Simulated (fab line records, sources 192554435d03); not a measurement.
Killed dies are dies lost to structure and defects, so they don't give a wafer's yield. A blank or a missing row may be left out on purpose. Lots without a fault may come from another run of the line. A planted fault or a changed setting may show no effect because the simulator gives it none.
A struck lot beside a sound one | flow n5_finfet | 23 steps out of a route of 1938
Sound: wafers L884.1, L884.5, L884.6. Struck: wafers L871.3, L871.4, L871.5. The cause comes at the end.
At each step with rows: each side's tool, then ch and its chambers, then its first start. Under that, the readings that differ: sound wafers | struck wafers | difference of the means | sigmas: that difference in standard deviations of wafers without a fault.
alike: readings whose means differ by less than 2 such deviations, and words and numbers that are the same on both sides. not compared: withheld readings, readings that some wafer has no value for, bounds like >300 that may hide the same value, and numbers for which the record gives no deviation and whose values overlap.
The two part at a step that has a row with sigmas, a row that says differs or no value, or rows on one side only. Numbers that don't overlap but have no deviation are shown without sigmas and don't part them. A reading that every wafer of one side lacks parts them only if that side has two wafers or more.

first, 10 steps without rows for these wafers: N5_BEOL_M2_DESCUM_16 (chemistry O2, time 7 s); N5_BEOL_M2_ETCH_74 (etches underlayer in N2/H2, target depth 6.5 nm, time 5.2 s); N5_BEOL_M2_ETCH_63 (etches SiARC in CF4, target depth 15.6 nm, time 26 s); N5_BEOL_M2_ETCH_64 (etches SOC in N2/H2, target depth 75 nm, overetch 22.5 nm, time 121.9 s); N5_BEOL_M2_STRIP_65 (strips in N2/H2); N5_BEOL_M2_STRIP_75 (strips in N2/H2); N5_BEOL_M2_STRIP_66 (strips in CF4); N5_BEOL_M2_HM_OPEN_17 (chemistry Cl2/BCl3, target TiN, target depth 20 nm, overetch 6 nm); N5_BEOL_M2_STRIP_19 (strips in O2); N5_BEOL_M2_COAT_67 (time 60 s, resist thk 60 nm).
N5_BEOL_M2_COAT_68: time 60 s, resist thk 12 nm.
  sound on litho_track-05 ch 0, day 11 03:43; struck on litho_track-01 ch 0, day 7 23:02
  reading              | sound                | struck               | difference | sigmas
  spin_speed_rpm (rpm) | 1499.4 1500.4 1498.8 | 1455.8 1453.6 1453.6 | -45.2      | -45
then, 9 steps without rows for these wafers: N5_BEOL_M2_COAT_76 (time 60 s, resist thk 5 nm); N5_BEOL_M2_COAT_22 (resist thk 30 nm); N5_BEOL_M2_EBR_24; N5_BEOL_M2_SOFTBAKE_23 (time 60 s); N5_BEOL_M2_EXPOSE_25 (exposes mask V1, defocus 5 nm); N5_BEOL_M2_PEB_26 (peb time 60 s); N5_BEOL_M2_DEVELOP_27 (develop time 30 s); N5_BEOL_M2_DESCUM_33 (chemistry O2, time 7 s); N5_BEOL_M2_ETCH_77 (etches underlayer in N2/H2, target depth 6.5 nm, time 5.2 s).
N5_BEOL_M2_ETCH_69: etches SiARC in CF4, target depth 15.6 nm, time 26 s.
  sound on rie_diel-05 ch 0,3, day 11 04:28; struck on rie_diel-02 ch 0,1,3, day 7 23:38
  reading                  | sound          | struck           | difference | sigmas
  model.etch.depth_nm (nm) | 11.97 12 11.93 | 12.19 12.2 12.19 | +0.23      |
  alike: drypump_motor_current_A, etch_rf_on_time_s, oes_product_au, rf_vpp_V, showerhead_plenum_p_Torr, throttle_valve_pct
  not compared: rf_hours_counter_h
then, 1 step without rows for these wafers: N5_BEOL_M2_ALD_98 (deposits SiO2, target thk 2.5 nm, pulse time 1 s, co reactant pulse time 1 s).
N5_BEOL_M4_RC_MEAS_101:
  sound on prober-01 ch 0, day 12 16:29; struck on prober-01 ch 0, day 9 08:49
  alike: DIBL_N, DIBL_P, IOFF_N, IOFF_P, ION_N, ION_P, SS_N, SS_P, VT_N, VT_P

WHERE THEY PART
Only at N5_BEOL_M2_COAT_68, within this record. Later steps at which nothing parts them and some readings are alike: N5_BEOL_M2_ETCH_69, N5_BEOL_M4_RC_MEAS_101.

WHY: what the simulator had put in
Process parameter drift: litho_track-01, from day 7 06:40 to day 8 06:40, at N5_BEOL_M2_COAT_68. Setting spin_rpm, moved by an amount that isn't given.
